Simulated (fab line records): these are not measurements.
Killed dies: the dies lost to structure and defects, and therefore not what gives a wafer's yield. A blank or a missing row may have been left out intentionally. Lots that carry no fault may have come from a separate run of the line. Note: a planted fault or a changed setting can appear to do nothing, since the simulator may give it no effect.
Matching of chambers -- flow n5_finfet -- N5_BEOL_M1_DEP_57 on pecvd-01 has 3 sister chambers
The step deposits SiCN from 3MS/NH3, target thk 8 nm, time 14 s. 3 wafers are shown with their chamber, then 10 later ones without.

WAFERS PAIRED WITH THEIR CHAMBERS
wafer,chamber,throttle_valve_pct (%)
L083.5,2,9.3
L086.1,1,9.9
L086.2,0,8.4

WAFERS WHOSE CHAMBER IS MISSING
wafer,throttle_valve_pct (%)
L086.3,8.7
L086.4,9.9
L086.5,9.7
L086.6,8.5
L089.4,8.7
L089.5,9.9
L089.6,8.6
L091.1,8.7
L091.3,8.6
L091.6,9.7

WHICH CHAMBER EACH ONE RAN IN
wafer,from the rows above,in truth
L086.3,can't be placed: 0 or 2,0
L086.4,1,1
L086.5,can't be placed: 1 or 2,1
L086.6,0,0
L089.4,can't be placed: 0 or 2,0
L089.5,1,1
L089.6,0,0
L091.1,can't be placed: 0 or 2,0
L091.3,0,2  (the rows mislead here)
L091.6,can't be placed: 1 or 2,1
4 of 10 placed correctly. Cannot be placed on the basis of these rows: 5; the candidates contain the true chamber in 5. 1 placed wrongly.
How it was worked out, from the rows above alone: a wafer's distance from a chamber is the root of the sum, over the readings, of the square of ((its reading less the chamber's mean) divided by the reading's scatter). The wafer belongs to the nearest chamber; if the next one is less than 2 further off, it can't be placed. For every chamber, the mean is computed from those of its wafers that are shown. The scatter: root of mean squared gap, hidden wafer to nearest shown wafer, with one shown wafer a chamber.
